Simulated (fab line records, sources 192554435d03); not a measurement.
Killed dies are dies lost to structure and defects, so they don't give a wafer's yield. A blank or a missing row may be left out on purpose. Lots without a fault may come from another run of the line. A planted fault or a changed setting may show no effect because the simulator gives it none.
Chamber matching | flow n5_finfet | N5_BEOL_M3_DESCUM_16 on rie_diel-06: 4 sister chambers
The step chemistry O2, time 7 s. 8 wafers are shown with their chamber, then 9 later ones without.

WAFERS WITH THEIR CHAMBER
wafer  | chamber | showerhead_plenum_p_Torr (Torr) | throttle_valve_pct (%)
L082.4 | 3       | 2.05                            | 20.41
L084.4 | 1       | 2.11                            | 20.40
L084.6 | 3       | 2.05                            | 20.41
L087.2 | 2       | 1.96                            | 20.61
L087.4 | 0       | 2.08                            | 20.33
L089.1 | 0       | 2.08                            | 20.33
L089.2 | 1       | 2.11                            | 20.42
L089.6 | 2       | 1.95                            | 20.61

WAFERS WITHOUT THEIR CHAMBER
wafer  | showerhead_plenum_p_Torr (Torr) | throttle_valve_pct (%)
L091.1 | 2.04                            | 20.44
L091.4 | 2.11                            | 20.43
L091.5 | 1.95                            | 20.63
L092.1 | 2.11                            | 20.44
L092.3 | 1.95                            | 20.64
L092.5 | 1.95                            | 20.61
L095.2 | 2.04                            | 20.46
L095.4 | 2.07                            | 20.35
L095.5 | 2.07                            | 20.35

WHICH CHAMBER EACH WENT THROUGH
wafer  | from the rows above | in truth
L091.1 | 3                   | 3
L091.4 | 1                   | 1
L091.5 | 2                   | 2
L092.1 | 1                   | 1
L092.3 | 2                   | 2
L092.5 | 2                   | 2
L095.2 | 3                   | 3
L095.4 | 0                   | 0
L095.5 | 0                   | 0
Placed correctly: 9 of 9. Can't be placed from these rows: 0. Placed wrongly: 0.
How it was worked out, from the rows above alone: a wafer's distance from a chamber is the root of the sum, over the readings, of the square of ((its reading less the chamber's mean) divided by the reading's scatter). The wafer belongs to the nearest chamber; if the next one is less than 2 further off, it can't be placed. A chamber's mean is the mean of its shown wafers. The scatter: the root of (the sum of the squares of (reading less its chamber's mean) over the shown wafers, divided by (wafers less chambers)).
